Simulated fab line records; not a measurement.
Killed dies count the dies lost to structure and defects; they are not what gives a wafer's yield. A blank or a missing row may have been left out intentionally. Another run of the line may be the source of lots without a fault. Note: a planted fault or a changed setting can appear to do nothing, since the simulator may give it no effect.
The same fault as seen by 2 desks -- flow n5_finfet -- each desk holds nothing but its own numbers, with what lay behind them at the end

== AT THE TOOL OWNER'S DESK: pvd_sputter-02 ==
The tool's own readings at N5_BEOL_M1_SPUTTER_92 (material Cu, target thk 4.5 nm, time 8.29 s): means of the sampled wafers that have a number, for each lot that ran on this tool. A lot is out of limits, marked OUT, if its mean lies more than 4 standard deviations from the usual mean; the brackets give that distance.
Columns: A = throttle_valve_pct at N5_BEOL_M1_SPUTTER_92, usual 30.2 %
lot,first seen here,A
L928,day 7 03:22,30.5
L930,day 7 05:22,30.3
L935,day 8 22:47,30.4
L943,day 10 18:41,30.0
L942,day 10 20:32,30.3
Finding of this desk: none of the 5 lots has anything out of limits.

== THE METROLOGY DESK ==
Means of the sampled wafers that have a number, per lot and without regard to the tool the lot ran on: this is what the gauges read. A lot is out of limits, marked OUT, if its mean lies more than 4 standard deviations from the usual mean; the brackets give that distance.
Columns: A = PAD_OVL at N5_PASSIVATION_OVL_MEAS_63, usual -4 nm
lot,first seen here,A
L928,day 12 21:53,2
L929,day 13 01:20,0
L931,day 15 08:42,-2
L933,day 16 06:51,-10
L935,day 16 16:22,-4
L938,day 17 17:40,-4
L939,day 17 17:49,1
L943,day 18 04:16,-7
L930,day 18 04:44,-6
L942,day 19 12:14,-3
L946,day 20 00:24,-5
L949,day 20 01:01,-10
L948,day 20 01:41,-6
Finding of this desk: none of the 13 lots has anything out of limits.

== TAKEN TOGETHER ==
The tool owner's desk saw nothing out of limits.
Nothing out of limits was seen by the metrology desk.

== WHAT HAD BEEN PUT IN BY THE SIMULATOR ==
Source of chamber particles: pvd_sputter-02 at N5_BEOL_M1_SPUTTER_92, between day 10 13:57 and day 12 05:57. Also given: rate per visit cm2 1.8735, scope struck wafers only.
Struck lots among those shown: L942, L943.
